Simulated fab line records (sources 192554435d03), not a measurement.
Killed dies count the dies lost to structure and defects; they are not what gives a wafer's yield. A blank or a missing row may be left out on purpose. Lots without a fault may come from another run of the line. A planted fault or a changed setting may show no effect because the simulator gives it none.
Matching of chambers / flow n5Finfet / N5_BEOL_M8_ETCH_62 on rieDiel-03: 4 sister chambers
The step etches SOC in N2/H2, target depth 110 nm, overetch 22 nm, time 165 s. 18 wafers are shown with their chamber, then 9 later ones without.

## WAFERS WITH THEIR CHAMBER
wafer=L076.1; chamber=2; drypumpMotorCurrentA (A)=5.8; showerheadPlenumPTorr (Torr)=2.41; throttleValvePct (%)=18.02
wafer=L076.4; chamber=3; drypumpMotorCurrentA (A)=5.8; showerheadPlenumPTorr (Torr)=2.58; throttleValvePct (%)=17.71
wafer=L076.6; chamber=2; drypumpMotorCurrentA (A)=5.8; showerheadPlenumPTorr (Torr)=2.41; throttleValvePct (%)=18.00
wafer=L075.1; chamber=2; drypumpMotorCurrentA (A)=5.7; showerheadPlenumPTorr (Torr)=2.41; throttleValvePct (%)=18.01
wafer=L075.3; chamber=1; drypumpMotorCurrentA (A)=4.8; showerheadPlenumPTorr (Torr)=2.45; throttleValvePct (%)=17.42
wafer=L075.5; chamber=1; drypumpMotorCurrentA (A)=4.8; showerheadPlenumPTorr (Torr)=2.45; throttleValvePct (%)=17.41
wafer=L081.2; chamber=1; drypumpMotorCurrentA (A)=4.8; showerheadPlenumPTorr (Torr)=2.45; throttleValvePct (%)=17.41
wafer=L081.4; chamber=3; drypumpMotorCurrentA (A)=5.8; showerheadPlenumPTorr (Torr)=2.58; throttleValvePct (%)=17.73
wafer=L081.5; chamber=1; drypumpMotorCurrentA (A)=4.8; showerheadPlenumPTorr (Torr)=2.45; throttleValvePct (%)=17.42
wafer=L085.1; chamber=0; drypumpMotorCurrentA (A)=6.3; showerheadPlenumPTorr (Torr)=2.61; throttleValvePct (%)=18.15
wafer=L085.4; chamber=1; drypumpMotorCurrentA (A)=4.8; showerheadPlenumPTorr (Torr)=2.44; throttleValvePct (%)=17.44
wafer=L085.5; chamber=1; drypumpMotorCurrentA (A)=4.8; showerheadPlenumPTorr (Torr)=2.44; throttleValvePct (%)=17.45
wafer=L086.2; chamber=0; drypumpMotorCurrentA (A)=6.3; showerheadPlenumPTorr (Torr)=2.61; throttleValvePct (%)=18.16
wafer=L086.4; chamber=2; drypumpMotorCurrentA (A)=5.8; showerheadPlenumPTorr (Torr)=2.40; throttleValvePct (%)=18.04
wafer=L086.6; chamber=0; drypumpMotorCurrentA (A)=6.3; showerheadPlenumPTorr (Torr)=2.61; throttleValvePct (%)=18.16
wafer=L087.1; chamber=1; drypumpMotorCurrentA (A)=4.8; showerheadPlenumPTorr (Torr)=2.44; throttleValvePct (%)=17.45
wafer=L087.3; chamber=3; drypumpMotorCurrentA (A)=5.8; showerheadPlenumPTorr (Torr)=2.57; throttleValvePct (%)=17.74
wafer=L087.5; chamber=1; drypumpMotorCurrentA (A)=4.8; showerheadPlenumPTorr (Torr)=2.44; throttleValvePct (%)=17.45

SIGNATURES, as means of the wafers listed above
reading=drypumpMotorCurrentA; chamber 0=6.300; chamber 1=4.800; chamber 2=5.775; chamber 3=5.800; scatter within a chamber=0.0231
reading=showerheadPlenumPTorr; chamber 0=2.6100; chamber 1=2.4450; chamber 2=2.4075; chamber 3=2.5767; scatter within a chamber=0.00494
reading=throttleValvePct; chamber 0=18.1567; chamber 1=17.4312; chamber 2=18.0175; chamber 3=17.7267; scatter within a chamber=0.0162
Rule: for each reading, subtract the chamber's mean from the wafer's reading, divide by that reading's scatter and square the result; add these up over the readings and take the root, which gives the wafer's distance from the chamber. If the next closest chamber is less than 2 further off than the closest, the wafer can't be placed; otherwise it belongs to the closest. The scatter is the square root of a quotient: the sum, over the shown wafers, of each reading's squared deviation from its chamber's mean, divided by wafers minus chambers.

## WAFERS WHOSE CHAMBER IS MISSING
wafer=L088.1; drypumpMotorCurrentA (A)=5.8; showerheadPlenumPTorr (Torr)=2.57; throttleValvePct (%)=17.76
wafer=L088.2; drypumpMotorCurrentA (A)=4.8; showerheadPlenumPTorr (Torr)=2.44; throttleValvePct (%)=17.46
wafer=L088.4; drypumpMotorCurrentA (A)=4.8; showerheadPlenumPTorr (Torr)=2.44; throttleValvePct (%)=17.46
wafer=L089.2; drypumpMotorCurrentA (A)=5.8; showerheadPlenumPTorr (Torr)=2.39; throttleValvePct (%)=18.06
wafer=L089.3; drypumpMotorCurrentA (A)=5.8; showerheadPlenumPTorr (Torr)=2.57; throttleValvePct (%)=17.76
wafer=L089.5; drypumpMotorCurrentA (A)=5.8; showerheadPlenumPTorr (Torr)=2.39; throttleValvePct (%)=18.06
wafer=L097.1; drypumpMotorCurrentA (A)=5.8; showerheadPlenumPTorr (Torr)=2.71; throttleValvePct (%)=17.59
wafer=L097.3; drypumpMotorCurrentA (A)=5.8; showerheadPlenumPTorr (Torr)=2.56; throttleValvePct (%)=17.79
wafer=L097.5; drypumpMotorCurrentA (A)=5.8; showerheadPlenumPTorr (Torr)=2.56; throttleValvePct (%)=17.81

## WHICH CHAMBER EACH ONE RAN IN
wafer=L088.1; from the rows above=3; in truth=3
wafer=L088.2; from the rows above=1; in truth=1
wafer=L088.4; from the rows above=1; in truth=1
wafer=L089.2; from the rows above=2; in truth=2
wafer=L089.3; from the rows above=3; in truth=3
wafer=L089.5; from the rows above=2; in truth=2
wafer=L097.1; from the rows above=3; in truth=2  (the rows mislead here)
wafer=L097.3; from the rows above=3; in truth=3
wafer=L097.5; from the rows above=3; in truth=3
Correctly placed: 8 of 9. Number that these rows cannot place: 0. Number placed wrongly: 1.
